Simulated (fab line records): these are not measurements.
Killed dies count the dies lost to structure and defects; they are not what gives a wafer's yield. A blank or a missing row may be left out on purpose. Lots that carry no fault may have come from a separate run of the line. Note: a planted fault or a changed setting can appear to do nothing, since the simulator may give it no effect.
Which tool was responsible? | flow nand harc | 6 lots with 18 wafers sampled at 5 steps, on a route of 1302 steps

## WHAT EACH GAUGE READ, for each wafer
NHARC_A_M1_CD_MEAS_09 targets a cd of 120 nm.
lot  | measured     | on        | cd nm (nm)
L798 | day 23 16:17 | cd sem-01 | 119.0 119.2 119.7
L799 | day 23 23:38 | cd sem-03 | 118.9 119.4 119.7
L802 | day 25 07:18 | cd sem-03 | 119.7 119.9 119.3
L811 | day 29 05:20 | cd sem-01 | 104.0 103.6 104.3
L814 | day 29 15:55 | cd sem-02 | 109.8 109.1 109.4
L819 | day 32 17:35 | cd sem-02 | 119.7 119.2 120.1

## EACH LOT AND THE TOOL THAT RAN IT (in order: tool; ch and the chambers of the sampled wafers; start)
lot  | NHARC_A_M0_DESCUM_14               | NHARC_A_M0_ETCH_15                            | NHARC_A_M0_PVD_20                       | NHARC_A_M1_EXPOSE_06
L798 | rie diel-01 ch 0,1,2, day 23 12:33 | rie diel-01 ch 1,2,3, day 23 16:08 or earlier | pvd sputter-02, day 23 16:08 or earlier | arfi scanner-02 ch 0, day 23 16:08
L799 | rie diel-07 ch 1,2,3, day 23 19:43 | rie diel-07 ch 1,3, day 23 23:31 or earlier   | pvd sputter-01, day 23 23:31 or earlier | arfi scanner-01 ch 0, day 23 23:31
L802 | rie diel-07 ch 0,1,3, day 25 03:22 | rie diel-07 ch 0,1, day 25 07:10 or earlier   | pvd sputter-03, day 25 07:10 or earlier | arfi scanner-01 ch 0, day 25 07:10
L811 | rie diel-08 ch 0,1,3, day 29 01:28 | rie diel-08 ch 0,1,3, day 29 05:13 or earlier | pvd sputter-01, day 29 05:13 or earlier | arfi scanner-01 ch 0, day 29 05:13
L814 | rie diel-01 ch 1,2,3, day 29 12:04 | rie diel-01 ch 1,2,3, day 29 15:46 or earlier | pvd sputter-01, day 29 15:46 or earlier | arfi scanner-01 ch 0, day 29 15:46
L819 | rie diel-07 ch 0,1,3, day 32 13:35 | rie diel-07 ch 1,2, day 32 17:26 or earlier   | pvd sputter-03, day 32 17:26 or earlier | arfi scanner-02 ch 0, day 32 17:26
- NHARC_A_M0_DESCUM_14: chemistry O2, time 3 s.
- NHARC_A_M0_ETCH_15: etches the open film in C4F8/Ar, target depth 150 nm, overetch 15 nm, time 82.5 s.
- NHARC_A_M0_PVD_20: deposits TaN, target thk 5 nm, time 8.06 s.
- NHARC_A_M1_EXPOSE_06: exposes mask A M1, target cd 120 nm.

## THE ANSWER, worked out from the rows above alone
Rule: the lots themselves supply what counts as usual. The widest of any qualifying gaps counts: lots, ordered by their means at a reading, are off when they make up no more than a third of the lots, leave a main group of 4 or more, and stand apart from it by 3 or more times the standard deviation of that group's means. The tables above print the reading to a certain number of digits; a main group whose means all agree to those digits is not used. A lot without any number at a reading at which 4 lots or more have one is off too. Any other lot the step has rows for is counted as sound.
Off: L811, L814, at NHARC_A_M1_CD_MEAS_09 (cd nm). The main group has a mean of 119.5 nm with a standard deviation of 0.17.
If a tool, at a process step before that reading, ran all the lots that are off and no sound lot after the first of them, it fits. Those tools and the gauges at NHARC_A_M1_CD_MEAS_09 are tried in the same way. Because NHARC_A_M0_ETCH_15 lacks a start for some lots, the hours and order of its lots are taken from NHARC_A_M1_EXPOSE_06. Because NHARC_A_M0_PVD_20 lacks a start for some lots, the hours and order of its lots are taken from NHARC_A_M1_EXPOSE_06. Undecided on this evidence; 2 tools fit (pvd sputter-01 at NHARC_A_M0_PVD_20, arfi scanner-01 at NHARC_A_M1_EXPOSE_06).

## WHAT HAD BEEN PUT IN BY THE SIMULATOR
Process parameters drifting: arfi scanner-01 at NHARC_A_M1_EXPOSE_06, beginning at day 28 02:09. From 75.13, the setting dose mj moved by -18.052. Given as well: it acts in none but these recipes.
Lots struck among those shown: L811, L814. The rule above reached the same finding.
